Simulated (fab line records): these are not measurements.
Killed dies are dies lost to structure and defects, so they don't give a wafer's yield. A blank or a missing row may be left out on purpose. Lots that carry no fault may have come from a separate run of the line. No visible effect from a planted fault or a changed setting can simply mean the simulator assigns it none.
3 desks looking at one fault | flow nand_harc | every desk sees just its own numbers, and what lay behind them comes last

== AT THE TOOL OWNER'S DESK: litho_track-04 ==
The tool's own readings at NHARC_A_M0_PEB_07 (peb time 65 s): means of the sampled wafers that have a number, for each lot that ran on this tool. The brackets show how far a lot's mean lies from the usual mean; more than 4 standard deviations puts the lot out of limits, marked OUT.
Columns: A = heater_power_total_W at NHARC_A_M0_PEB_07, usual 156.6 W; B = plate_temp_C at NHARC_A_M0_PEB_07, usual 100.00 C
lot  | first seen here | A               | B
L917 | day 23 04:51    | 156.7           | 99.97
L919 | day 24 11:05    | 156.8           | 100.09
L931 | day 29 03:49    | 156.6           | 99.84
L934 | day 30 02:29    | 177.7 (+50) OUT | 109.69 (+69) OUT
Finding of this desk: L934 out of limits; the first was L934 at day 30 02:29, on heater_power_total_W at NHARC_A_M0_PEB_07. L917, L919, L931: within limits.

== THE DEFECT DESK ==
For each lot, the counts of the inspections along the route, averaged over the sampled wafers that have a number. The brackets show how far a lot's mean lies from the usual mean; more than 4 standard deviations puts the lot out of limits, marked OUT.
Columns: A = raw_defect_count at NHARC_A_BLC_INSPECT_28, usual 538; B = raw_defect_count at NHARC_A_M0_INSPECT_11, usual 95
lot  | first seen here | A   | B
L916 | day 23 03:14    | 450 | 25
L917 | day 23 04:02    | 660 | 139
L918 | day 23 09:41    | 460 | 147
L919 | day 24 10:15    | 458 | 59
L924 | day 26 04:02    | 516 | 68
L922 | day 26 07:17    | 549 | 110
L927 | day 27 12:15    | 542 | 108
L928 | day 27 17:56    | 483 | 74
L930 | day 29 01:18    | 496 | 142
L931 | day 29 02:59    | 531 | 96
L934 | day 30 01:47    | 582 | 122
L938 | day 31 00:44    | 526 | 110
L937 | day 31 06:27    | 506 | 86
Result from this desk: across the 13 lots, nothing is out of limits.

== AT THE METROLOGY DESK ==
What the gauges read, lot by lot, whatever tool the lot ran on: means of the sampled wafers that have a number. The brackets show how far a lot's mean lies from the usual mean; more than 4 standard deviations puts the lot out of limits, marked OUT.
Columns: A = cd_nm at NHARC_A_M0_CD_MEAS_09, usual 79.7 nm
lot  | first seen here | A
L916 | day 23 04:08    | 80.0
L917 | day 23 04:56    | 79.8
L918 | day 23 10:35    | 80.4
L919 | day 24 11:10    | 79.1
L924 | day 26 04:49    | 79.8
L922 | day 26 08:04    | 79.9
L927 | day 27 13:09    | 79.6
L928 | day 27 18:50    | 80.4
L930 | day 29 02:12    | 80.7
L931 | day 29 03:54    | 78.8
L934 | day 30 02:34    | 108.6 (+32) OUT
L938 | day 31 01:38    | 80.7
L937 | day 31 07:22    | 80.9
Finding of this desk: L934 out of limits; the first was L934 at day 30 02:34, on cd_nm at NHARC_A_M0_CD_MEAS_09. L916, L917, L918, L919, L924, L922, L927, L928, L930, L931, L938, L937: within limits.

== TAKEN TOGETHER ==
An alarm could have come from the tool owner's desk at day 30 02:29, on L934.
The metrology desk could have raised an alarm at day 30 02:34, on L934.
Nothing out of limits was seen by the defect desk.
The defect desk has L934 on record, within its limits.
The lots listed all ran NHARC_A_M0_PEB_07 on litho_track-04.

== WHAT HAD BEEN PUT IN BY THE SIMULATOR ==
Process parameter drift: litho_track-04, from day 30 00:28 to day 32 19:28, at NHARC_A_M0_PEB_07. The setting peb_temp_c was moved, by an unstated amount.
Shown lots that were struck: L934.
Delay (hours) between the fault's onset and each desk's first out-of-limits reading: 2 at the tool owner's desk, 2 at the metrology desk.
